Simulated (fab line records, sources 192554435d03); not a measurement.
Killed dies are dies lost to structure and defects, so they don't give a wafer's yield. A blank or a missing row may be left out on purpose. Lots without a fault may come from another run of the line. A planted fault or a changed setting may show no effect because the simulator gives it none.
fab line records | flow n5_finfet | part 1 of 2: steps 1 to 14 of 15
record lots=7 wafers=21 last_day=18
route steps=1938 shown BEOL_M11@1566 PASSIVATION@1936
lots that met no fault: from a run of the same line without faults
start_h: hours from the record's first day to the start of the lot's first wafer shown | wait_h: hours since the lot's step before | " the same as in the row above | L1.1+2: a row that stands for several wafers | - no value, or no start given | * or withheld: withheld | < > ~ a bound
route shown NAME@n: a module of which the file shows steps, and the number in the route of the first | usual: mean/standard deviation of fault-free wafers | same: alike in all rows | chamber/n: place in a boat | sites: the reading at each site | _std_site: their standard deviation | _edge_site: outer sites' mean less inner sites' | radius_mm: how far each site lies from the wafer's centre | mask NAME#n: copy n | behind: the tool/chamber that last shaped the wafer | hold: why the lot was held/for how many hours/how that ended | device: the transistor (n, p or np) that didn't switch | end of line: the same wafers' tests at the end of the route | a step without rows: its recipe alone | killed: dies lost to structure and defects at the first sort, not the wafer's yield | map: a wafer's dies, x killed, . not, _ none there
set.NAME: the setting as run; set.NAME@STEP: as run at that earlier step | model.NAME: the simulator's own value behind a step, which no gauge read
lots at some steps of the route; a table a step, a row a wafer
services: from which hour (start_h, from the record's first day; less than 0 if before it) a tool's chamber was out of use, for how many hours, and why
## steps
# step N5_BEOL_M11_PEB_26
# recipe peb_temp_c=withheld peb_time_s=60 resist=CAR-ArF
# step N5_BEOL_M11_DEVELOP_27
# recipe develop_time_s=30 developer=TMAH resist=CAR-ArF rinse_liquid=diw dry=air_spin dev_temp_c=23
# step N5_BEOL_M11_CD_MEAS_28
# recipe target_cd_nm=70 landing_energy_ev=500 detector=se_inlens polarity=opening
# usual cd_nm=69.7/0.85
# columns lot.wafer tool chamber start_h wait_h cd_nm
L165.1 cd_sem-02 0 281.21 - 68.6
L165.2 " 0 " " 68.4
L165.4 " 0 " " 69.0
L166.3 cd_sem-03 0 292.14 - 69.2
L166.4 " 0 " " 69.9
L166.5 " 0 " " 71.1
L170.1 cd_sem-02 0 312.66 - 68.9
L170.4 " 0 " " 69.6
L170.6 " 0 " " 69.5
L169.1 cd_sem-03 0 314.31 - 70.5
L169.2 " 0 " " 69.1
L169.6 " 0 " " 69.7
L171.1 cd_sem-03 0 316.14 - 69.8
L171.2 " 0 " " 69.3
L171.4 " 0 " " 70.9
L178.1 cd_sem-03 0 354.12 - 71.1
L178.4 " 0 " " 71.8
L178.5 " 0 " " 70.2
L180.1 cd_sem-01 0 377.52 - 69.0
L180.2 " 0 " " 69.9
L180.4 " 0 " " 68.7
# step N5_BEOL_M11_OVL_MEAS_29
# recipe points_per_wafer=44
# usual V10_OVL=0.1/0.64
# columns lot.wafer tool chamber start_h wait_h V10_OVL[nm]
L165.1 overlay-01 0 281.24 0.0 0.8
L165.2 " 0 " " -0.6
L165.4 " 0 " " 0.5
L166.3 overlay-02 0 292.16 0.0 0.0
L166.4 " 0 " " 0.7
L166.5 " 0 " " -0.7
L170.1 overlay-02 0 312.69 0.0 0.1
L170.4 " 0 " " 0.7
L170.6 " 0 " " 0.8
L169.1 overlay-02 0 314.34 0.0 0.0
L169.2 " 0 " " 0.2
L169.6 " 0 " " 0.8
L171.1 overlay-01 0 316.17 0.0 0.7
L171.2 " 0 " " 0.5
L171.4 " 0 " " 1.1
L178.1 overlay-02 0 354.15 0.0 0.0
L178.4 " 0 " " -0.4
L178.5 " 0 " " 0.0
L180.1 overlay-02 0 377.55 0.0 0.4
L180.2 " 0 " " 1.1
L180.4 " 0 " " -1.9
# step N5_BEOL_M11_INSPECT_30
# recipe mode=adi inspect_instrument=brightfield
# usual raw_defect_count=422/87
# columns lot.wafer tool chamber start_h wait_h raw_defect_count
L165.1 defect_inspect-01 - 281.26 0.0 480
L165.2 " - " " 622
L165.4 " - " " 444
L166.3 defect_inspect-02 - 292.19 0.0 443
L166.4 " - " " 419
L166.5 " - " " 441
L170.1 defect_inspect-01 - 312.71 0.0 457
L170.4 " - " " 285
L170.6 " - " " 414
L169.1 defect_inspect-01 - 314.36 0.0 375
L169.2 " - " " 362
L169.6 " - " " 678
L171.1 defect_inspect-01 - 316.20 0.0 333
L171.2 " - " " 317
L171.4 " - " " 336
L178.1 defect_inspect-01 - 354.18 0.0 367
L178.4 " - " " 344
L178.5 " - " " 397
L180.1 defect_inspect-02 - 377.58 0.0 583
L180.2 " - " " 472
L180.4 " - " " 469
# step N5_BEOL_M11_DESCUM_33
# recipe chemistry=O2 time_s=7.9 source_power_w=50 bias_power_w=20 pressure_mtorr=20 rf_frequency_hz=2.712e+07 temp_c=40 resist=CAR-ArF o2_flow_sccm=225
# usual drypump_motor_current_A=5.40/0.28 oes_product_au=0.80/0.099 rf_vpp_V=243.4/1.1 showerhead_plenum_p_Torr=2.10/0.047 throttle_valve_pct=20.37/0.24
# columns lot.wafer tool chamber start_h wait_h drypump_motor_current_A oes_product_au rf_hours_counter_h rf_vpp_V showerhead_plenum_p_Torr throttle_valve_pct
L165.1 rie_diel-03 0 281.29 0.0 5.95 0.70 223 242.9 2.07 20.19
L165.2 " 2 " " 5.24 0.94 5 243.5 2.06 20.25
L165.4 " 1 " " 5.29 0.78 92 245.5 2.21 20.44
L166.3 rie_diel-06 1 292.32 0.1 5.43 0.90 29 244.4 2.12 20.11
L166.4 " 1 " " 5.45 0.90 - 243.8 2.12 20.12
L166.5 " 3 " " 5.33 0.68 - 243.4 2.08 20.69
L170.1 rie_diel-05 1 313.59 0.9 5.44 0.85 68 242.8 2.04 20.10
L170.4 " 3 " " 5.32 0.70 204 243.4 2.07 20.52
L170.6 " 2 " " 5.66 0.87 - 244.0 2.13 20.16
L169.1 rie_diel-05 1 314.54 0.2 5.42 0.86 69 241.3 2.04 20.09
L169.2 " 2 " " 5.68 0.87 41 243.4 2.13 20.14
L169.6 " 1 " " 5.46 0.87 - 241.8 2.04 20.09
L171.1 rie_diel-05 1 316.55 0.4 5.48 0.86 70 242.8 2.04 20.09
L171.2 " 3 " " 5.32 0.69 205 242.3 2.07 20.52
L171.4 " 1 " " 5.43 0.86 - 242.9 2.04 20.10
L178.1 rie_diel-05 3 354.21 0.0 5.28 0.70 217 242.2 2.06 20.54
L178.4 " 2 " " 5.69 0.86 52 242.9 2.12 20.17
L178.5 " 0 " " 5.01 0.91 - 244.5 2.11 20.32
L180.1 rie_diel-06 2 377.61 0.0 5.90 0.70 246 242.2 2.07 20.88
L180.2 " 0 " " 5.08 0.70 205 243.5 2.17 20.46
L180.4 " 3 " " 5.34 0.66 227 243.5 2.07 20.73
# step N5_BEOL_M11_ETCH_65
# recipe chemistry=CF4 target=SiARC target_depth_a=390 mask_material=CAR-ArF time_s=65 ion_energy_ev=80 pressure_mtorr=40 source_w=545 bias_w=36 Ar_flow_sccm=100 cf4_flow_sccm=100 ends=cleared
# usual bias_w=36.00/0.11 drypump_motor_current_A=5.40/0.28 etch_rf_on_time_s=64.7/1.4 oes_product_au=0.68/0.082 rf_vpp_V=184.2/0.99 showerhead_plenum_p_Torr=2.15/0.052 throttle_valve_pct=15.57/0.24
# columns lot.wafer tool chamber start_h wait_h bias_w drypump_motor_current_A etch_rf_on_time_s oes_product_au rf_hours_counter_h rf_vpp_V showerhead_plenum_p_Torr throttle_valve_pct
L165.1 rie_diel-03 0 281.33 0.0 36.09 5.93 68.1 0.58 223 184.0 2.10 15.44
L165.2 " 2 " " 36.09 5.25 66.0 0.80 5 183.7 2.11 15.35
L165.4 " 1 " " 35.94 5.29 66.2 0.66 92 184.0 2.26 15.65
L166.3 rie_diel-06 1 292.36 0.0 35.84 5.43 64.2 0.75 29 184.0 2.19 15.42
L166.4 " 1 " " 36.09 5.45 64.4 0.75 - 184.8 2.19 15.42
L166.5 " 3 " " 36.05 5.33 66.4 0.58 - 182.4 2.13 15.87
L170.1 rie_diel-05 1 313.63 0.0 36.10 5.41 64.7 0.73 68 184.9 2.08 15.21
L170.4 " 3 " " 35.93 5.32 66.1 0.59 204 183.1 2.11 15.71
L170.6 " 2 " " 36.11 5.66 61.8 0.77 - 183.1 2.18 15.31
L169.1 rie_diel-05 1 314.58 0.0 36.01 5.44 65.0 0.72 69 184.2 2.08 15.20
L169.2 " 2 " " 36.19 5.69 61.6 0.77 41 183.7 2.18 15.29
L169.6 " 1 " " 35.83 5.45 65.1 0.72 - 183.4 2.08 15.22
L171.1 rie_diel-05 1 316.59 0.0 35.94 5.45 63.8 0.72 70 184.6 2.08 15.22
L171.2 " 3 " " 36.00 5.32 65.0 0.60 205 183.8 2.11 15.72
L171.4 " 1 " " 36.05 5.44 63.6 0.73 - 184.4 2.08 15.22
L178.1 rie_diel-05 3 354.25 0.0 36.03 5.32 65.7 0.59 217 183.7 2.11 15.74
L178.4 " 2 " " 35.99 5.70 61.7 0.76 52 184.3 2.18 15.32
L178.5 " 0 " " 35.97 5.01 64.1 0.77 - 183.8 2.18 15.59
L180.1 rie_diel-06 2 377.65 0.0 35.83 5.88 65.7 0.60 246 183.5 2.11 16.06
L180.2 " 0 " " 35.95 5.08 64.1 0.60 205 183.1 2.20 15.65
L180.4 " 3 " " 36.16 5.32 65.3 0.57 227 183.9 2.12 15.93
# step N5_BEOL_M11_ETCH_66
# recipe chemistry=N2/H2 target=SOC target_depth_a=1200 overetch_a=240 mask_material=SiARC temp_c=40 time_s=180 ion_energy_ev=200 pressure_mtorr=30 source_w=840 bias_w=150 n2_flow_sccm=200 h2_flow_sccm=200
# usual bias_w=150.0/0.39 drypump_motor_current_A=5.40/0.28 oes_product_au=0.65/0.073 rf_vpp_V=524.2/1.7 showerhead_plenum_p_Torr=2.56/0.062 throttle_valve_pct=17.84/0.3
# columns lot.wafer tool chamber start_h wait_h bias_w drypump_motor_current_A oes_product_au rf_hours_counter_h rf_vpp_V showerhead_plenum_p_Torr throttle_valve_pct
L165.1 rie_diel-03 0 281.38 0.0 149.4 5.94 0.57 223 522.6 2.50 17.57
L165.2 " 2 " " 150.2 5.22 0.76 5 521.6 2.50 17.70
L165.4 " 1 " " 149.9 5.31 0.63 92 527.8 2.66 17.63
L166.3 rie_diel-06 1 292.41 0.0 150.2 5.42 0.71 29 523.5 2.60 17.55
L166.4 " 1 " " 151.0 5.41 0.71 - 524.9 2.60 17.55
L166.5 " 3 " " 149.9 5.33 0.57 - 522.5 2.53 18.12
L170.1 rie_diel-05 1 313.68 0.0 150.0 5.45 0.69 68 522.3 2.47 17.45
L170.4 " 3 " " 150.0 5.32 0.57 204 523.9 2.51 18.03
L170.6 " 2 " " 149.9 5.69 0.71 - 524.8 2.59 17.67
L169.1 rie_diel-05 1 314.63 0.0 149.9 5.45 0.69 69 521.3 2.47 17.44
L169.2 " 2 " " 150.0 5.69 0.71 41 525.2 2.59 17.68
L169.6 " 1 " " 150.3 5.43 0.69 - 521.2 2.47 17.44
L171.1 rie_diel-05 1 316.64 0.0 150.4 5.47 0.68 70 521.9 2.47 17.44
L171.2 " 3 " " 149.8 5.33 0.57 205 522.6 2.51 18.03
L171.4 " 1 " " 150.1 5.46 0.68 - 521.9 2.47 17.44
L178.1 rie_diel-05 3 354.30 0.0 149.9 5.31 0.56 217 523.3 2.51 18.06
L178.4 " 2 " " 150.4 5.69 0.69 53 523.7 2.58 17.69
L178.5 " 0 " " 149.9 5.04 0.72 - 525.5 2.61 17.90
L180.1 rie_diel-06 2 377.70 0.0 150.8 5.91 0.57 246 523.6 2.53 18.55
L180.2 " 0 " " 150.5 5.08 0.56 205 526.6 2.65 17.95
L180.4 " 3 " " 149.8 5.37 0.55 227 524.1 2.52 18.15
# step N5_BEOL_M11_STRIP_69
# recipe chemistry=N2/H2 temp_c=40 n2_flow_sccm=200 h2_flow_sccm=200 rf_frequency_hz=6e+07
# step N5_BEOL_M11_VIA_ETCH_34
# recipe chemistry=C4F6/O2 target=SiCOH_lowk target_depth_a=1845 mask_material=SOC taper_deg=4 time_s=69.2 ion_energy_ev=250 pressure_mtorr=30 source_w=345 bias_w=185 Ar_flow_sccm=300 C4F6_flow_sccm=10 O2_flow_sccm=10
# usual bias_w=185.0/0.56 drypump_motor_current_A=5.40/0.28 oes_product_au=0.80/0.097 rf_vpp_V=668/9.8 showerhead_plenum_p_Torr=2.86/0.071 throttle_valve_pct=20.88/0.21
# columns lot.wafer tool chamber start_h wait_h bias_w drypump_motor_current_A oes_product_au rf_hours_counter_h rf_vpp_V showerhead_plenum_p_Torr throttle_valve_pct
L165.1 rie_diel-03 0 281.50 0.0 184.3 5.93 0.69 223 669 2.80 20.64
L165.2 " 2 " " 184.5 5.22 0.94 5 660 2.80 20.68
L165.4 " 1 " " 185.6 5.28 0.78 92 667 3.01 21.02
L166.3 rie_diel-06 1 292.53 0.0 184.7 5.45 0.88 30 665 2.91 20.79
L166.4 " 1 " " 184.6 5.44 0.88 - 664 2.91 20.78
L166.5 " 3 " " 184.8 5.32 0.69 - 685 2.82 21.12
L170.1 rie_diel-05 1 313.80 0.0 184.0 5.47 0.86 68 667 2.76 20.49
L170.4 " 3 " " 185.5 5.33 0.70 204 670 2.82 21.02
L170.6 " 2 " " 185.6 5.69 0.89 - 654 2.92 20.78
L169.1 rie_diel-05 1 314.75 0.0 185.2 5.45 0.86 69 665 2.76 20.51
L169.2 " 2 " " 186.0 5.69 0.89 41 654 2.92 20.77
L169.6 " 1 " " 185.5 5.45 0.85 - 666 2.76 20.49
L171.1 rie_diel-05 1 316.76 0.0 185.6 5.46 0.86 70 666 2.76 20.50
L171.2 " 3 " " 184.5 5.29 0.70 205 671 2.82 21.04
L171.4 " 1 " " 185.6 5.46 0.85 - 665 2.76 20.49
L178.1 rie_diel-05 3 354.42 0.0 185.7 5.34 0.68 217 671 2.82 21.06
L178.4 " 2 " " 184.7 5.67 0.88 53 653 2.91 20.80
L178.5 " 0 " " 185.9 5.01 0.90 - 658 2.89 20.94
L180.1 rie_diel-06 2 377.82 0.0 184.9 5.89 0.70 246 662 2.80 21.26
L180.2 " 0 " " 184.5 5.09 0.69 205 676 2.94 20.90
L180.4 " 3 " " 184.8 5.33 0.67 227 684 2.81 21.16
# step N5_BEOL_M11_STRIP_73
# recipe chemistry=C4F6/O2 resist=SiARC rf_frequency_hz=6e+07
# step N5_BEOL_M11_STRIP_36
# recipe chemistry=N2/H2 power_w=450 temp_c=40 pressure_mtorr=20 rf_frequency_hz=6e+07 overash_fraction=0.3 bias_power_w=7 h2_frac=0.5 n2_flow_sccm=200 h2_flow_sccm=200
# step N5_BEOL_M11_TRENCH_ETCH_37
# recipe chemistry=C4F6/O2 target_depth_a=1488.3 target=SiCOH_lowk time_s=48 ion_energy_ev=250 pressure_mtorr=30 source_w=345 bias_w=185 Ar_flow_sccm=300 C4F6_flow_sccm=10 O2_flow_sccm=10
# usual bias_w=185.0/0.57 drypump_motor_current_A=5.40/0.28 oes_product_au=0.80/0.097 rf_vpp_V=668/9.8 showerhead_plenum_p_Torr=2.86/0.071 throttle_valve_pct=20.91/0.21
# columns lot.wafer tool chamber start_h wait_h bias_w drypump_motor_current_A oes_product_au rf_hours_counter_h rf_vpp_V showerhead_plenum_p_Torr throttle_valve_pct
L165.1 rie_diel-03 0 281.61 - 184.7 5.93 0.68 223 668 2.80 20.67
L165.2 " 2 " " 185.1 5.25 0.93 5 659 2.80 20.72
L165.4 " 1 " " 184.8 5.30 0.78 92 668 3.01 21.03
L166.3 rie_diel-06 1 292.63 - 184.3 5.44 0.88 30 664 2.91 20.81
L166.4 " 1 " " 185.0 5.40 0.88 - 663 2.91 20.80
L166.5 " 3 " " 185.3 5.31 0.69 - 685 2.83 21.16
L170.1 rie_diel-05 1 313.90 - 185.6 5.45 0.86 68 667 2.76 20.53
L170.4 " 3 " " 184.6 5.30 0.70 204 670 2.82 21.06
L170.6 " 2 " " 184.9 5.69 0.89 - 654 2.92 20.81
L169.1 rie_diel-05 1 314.85 - 192.9 5.44 0.86 69 686 2.76 20.53
L169.2 " 2 " " 193.3 5.71 0.90 41 676 2.92 20.82
L169.6 " 1 " " 193.5 5.47 0.87 - 688 2.76 20.53
L171.1 rie_diel-05 1 316.87 - 192.4 5.47 0.85 70 688 2.76 20.52
L171.2 " 3 " " 192.9 5.29 0.71 205 692 2.82 21.07
L171.4 " 1 " " 192.3 5.46 0.86 - 689 2.76 20.55
L178.1 rie_diel-05 3 354.52 - 192.2 5.30 0.70 217 693 2.81 21.08
L178.4 " 2 " " 192.4 5.69 0.88 53 676 2.91 20.84
L178.5 " 0 " " 192.9 5.02 0.91 - 679 2.90 20.98
L180.1 rie_diel-06 2 377.92 - 185.6 5.90 0.70 246 664 2.80 21.30
L180.2 " 0 " " 185.5 5.10 0.70 205 677 2.94 20.93
L180.4 " 3 " " 185.6 5.34 0.67 227 686 2.81 21.20
# step N5_BEOL_M11_ETCH_41
# recipe chemistry=CH3F/O2 target=SiCN target_depth_a=426 taper_deg=2 time_s=86 ion_energy_ev=120 mask_material=TiN pressure_mtorr=30 source_w=395 bias_w=75 Ar_flow_sccm=150 CH3F_flow_sccm=30 O2_flow_sccm=20
# usual bias_w=75.04/0.22 drypump_motor_current_A=5.40/0.28 oes_product_au=0.80/0.097 rf_vpp_V=297.5/1.2 showerhead_plenum_p_Torr=2.01/0.052 throttle_valve_pct=16.29/0.22
# columns lot.wafer tool chamber start_h wait_h bias_w drypump_motor_current_A oes_product_au rf_hours_counter_h rf_vpp_V showerhead_plenum_p_Torr throttle_valve_pct
L165.1 rie_diel-03 0 - - 74.98 5.93 0.68 223 298.7 1.97 16.16
L165.2 " 2 " " 74.76 5.23 0.94 5 296.9 1.97 16.06
L165.4 " 1 " " 74.80 5.27 0.78 92 299.2 2.12 16.37
L166.3 rie_diel-06 1 - - 75.02 5.45 0.88 30 299.4 2.05 16.16
L166.4 " 1 " " 75.12 5.48 0.88 - 297.0 2.05 16.15
L166.5 " 3 " " 75.40 5.31 0.69 - 297.7 1.98 16.56
L170.1 rie_diel-05 1 - - 75.03 5.42 0.84 68 296.0 1.94 15.93
L170.4 " 3 " " 74.42 5.33 0.70 204 297.2 1.98 16.44
L170.6 " 2 " " 75.46 5.69 0.89 - 297.4 2.05 16.08
L169.1 rie_diel-05 1 - - 75.37 5.44 0.85 69 298.0 1.94 15.91
L169.2 " 2 " " 75.19 5.70 0.89 41 298.8 2.05 16.10
L169.6 " 1 " " 74.96 5.45 0.85 - 297.3 1.94 15.92
L171.1 rie_diel-05 1 - - 74.87 5.49 0.86 70 295.4 1.94 15.90
L171.2 " 3 " " 74.77 5.31 0.70 206 295.8 1.98 16.46
L171.4 " 1 " " 75.06 5.48 0.86 - 295.8 1.94 15.92
L178.1 rie_diel-05 3 - - 74.74 5.33 0.68 217 297.1 1.97 16.49
L178.4 " 2 " " 74.97 5.66 0.87 53 297.6 2.05 16.12
L178.5 " 0 " " 75.35 5.01 0.90 - 298.4 2.03 16.30
L180.1 rie_diel-06 2 - - 75.25 5.90 0.70 246 295.4 1.96 16.73
L180.2 " 0 " " 75.30 5.11 0.70 205 297.1 2.07 16.37
L180.4 " 3 " " 75.04 5.36 0.67 227 297.1 1.98 16.60
## key
first_sign step=N5_BEOL_M11_TRENCH_ETCH_37 reading=bias_w direction=up sigmas=14 usual=* struck=*
effect step=N5_BEOL_M11_TRENCH_ETCH_37 reading=rf_vpp_V direction=up sigmas=1.8 usual=668 struck=685
met_at N5_BEOL_M11_TRENCH_ETCH_37
struck_wafers L169.1,L169.2,L169.6,L171.1,L171.2,L171.4,L178.1,L178.4,L178.5
onset_between 313.90 314.85
fault kind=process_parameter_drift tool=rie_diel-05 chamber=- onset_h=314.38 steps=N5_BEOL_M11_TRENCH_ETCH_37 channel=bias_w offset=* shape=step end_h=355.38 acts_in=* stated=*
